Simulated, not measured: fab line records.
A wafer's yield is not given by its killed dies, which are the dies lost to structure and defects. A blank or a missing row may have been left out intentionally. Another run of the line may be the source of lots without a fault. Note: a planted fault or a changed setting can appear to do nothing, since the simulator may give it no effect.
Problem report, 8D (eight disciplines) form, completed by code	flow n5 finfet	the parts of the form that need people (team, actions taken, sign-off) are left out

## 1. WHAT IS WRONG
RS_SD_N at N5_SD_ACTIVATION_RS_MEAS_03 reads a mean of 41.18 ohm/sq on 6 wafers of 2 lots; wafers without a fault read 21.88 ohm/sq with a standard deviation of 0.26. Relative to the usual mean, that is a shift of +74 standard deviations.
The step: measures by four-point-probe.
Earliest sighting: wafer L336.1 on film metro-01 at day 6 03:09. At this step, 30 wafers from 10 lots have a number in the record. The rule behind "out" and "out of limits": a value lying over 4 standard deviations away from the usual mean. Any other wafer with a number is counted as sound.

## 2. WHAT THIS IS AND IS NOT
question	is	is not
which readings at this step	RS_SD_N	RS_SD_P
which lots	L336, L337	L327, L335, L339, L340, L344, L345, L347, L348
which wafers of those lots	all that have a number	-
read on which gauges	film metro-01, film metro-02	-
when	from day 6 03:09	up to then (6 sound wafers); but 18 sound wafers of L339, L340, L344, L345, L347, L348 came after

## 3. WHAT RULES OUT EACH SUSPECT
Counting: any tool at a process step up to the reading is kept as a suspect provided that every lot that is out went through it and no sound lot did after the first of them.
- ruled out: the gauge at N5_SD_ACTIVATION_RS_MEAS_03. Those wafers that are out were read across 2 gauges (film metro-01, film metro-02).
- epi rpcvd-03 at N5_SD_EPI_N_EPI_21 (deposits Si:P, time 690 s): ruled out as a lasting fault. Sound lots L348 ran on it after its first lot that is out, L336 (day 5 20:04).
Left after counting: nothing in the record.

## 4. THE CAUSE (what the simulator had put in)
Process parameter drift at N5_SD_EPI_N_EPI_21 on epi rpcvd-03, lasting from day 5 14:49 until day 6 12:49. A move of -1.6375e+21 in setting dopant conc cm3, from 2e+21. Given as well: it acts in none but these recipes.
It was ruled out by counting, in error; the rule expects a fault to strike all lots run on its tool from its start on, and this fault did not.

## 5. THE CHAIN OF EFFECTS, in route order
Rows list readings where the struck wafers' mean (over those with a number) sits beyond 3 standard deviations from the usual. Only readings whose record carries a usual standard deviation are examined. hours: median over the lots of the time between each lot's start at the first step of this table that gives one and its start at this step. sigmas: the change, counted in usual standard deviations.
hours	step	reading	usual	on struck wafers	change	sigmas
0	N5_SD_ACTIVATION_RS_MEAS_03	RS_SD_N	21.88 ohm/sq	41.18	+19.30	+74
107	N5_BEOL_M4_RC_MEAS_101	DIBL_N	36.0 mV/V	28.3	-7.7	-4.5
107	N5_BEOL_M4_RC_MEAS_101	IOFF_N	0.156 nA/um	0.068	-0.088	-3.1
107	N5_BEOL_M4_RC_MEAS_101	IOFF_N_85C	3.1 nA/um	1.5	-1.6	-3.6
107	N5_BEOL_M4_RC_MEAS_101	IOFF_N_LIN	0.072 nA/um	0.038	-0.034	-3.4
107	N5_BEOL_M4_RC_MEAS_101	ION_N	673 uA/um	576	-97	-8.1
107	N5_BEOL_M4_RC_MEAS_101	RC_DENSE_N	19.1 ohm.um	37.5	+18.4	+40
107	N5_BEOL_M4_RC_MEAS_101	RC_N	15.5 ohm.um	30.5	+15.0	+41
107	N5_BEOL_M4_RC_MEAS_101	REXT_N	75.7 ohm.um	133.8	+58.1	+34
107	N5_BEOL_M4_RC_MEAS_101	RS_SD_N	28.4 ohm/sq	51.7	+23.3	+67
107	N5_BEOL_M4_RC_MEAS_101	VT_N	250 mV	264	+14	+4.8
107	N5_BEOL_M4_RC_MEAS_101	VT_N_LVT	98.9 mV	113.3	+14.4	+5.0
209	N5_PASSIVATION_PROBE_49	sort_bin_8_speed	0.01 %	91.57	+91.56	+99 or more
209	N5_PASSIVATION_PROBE_49	sort n pass	1080	0	-1080	-60
209	N5_PASSIVATION_PROBE_49	sort yield pct	91.6 %	0.0	-91.6	-57
Its process steps:
- N5_PASSIVATION_PROBE_49
At these later measuring or inspecting steps, every struck wafer for which the step has a row has a number for every such reading, and none has moved that far: N5_ILD0_THK_MEAS_13.

## 6. HOW IT WOULD HAVE BEEN CAUGHT EARLIER
12 hours passed between the start of the fault at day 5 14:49 and the first reading out of limits at a measuring or inspecting step in this record, taken at day 6 03:09.
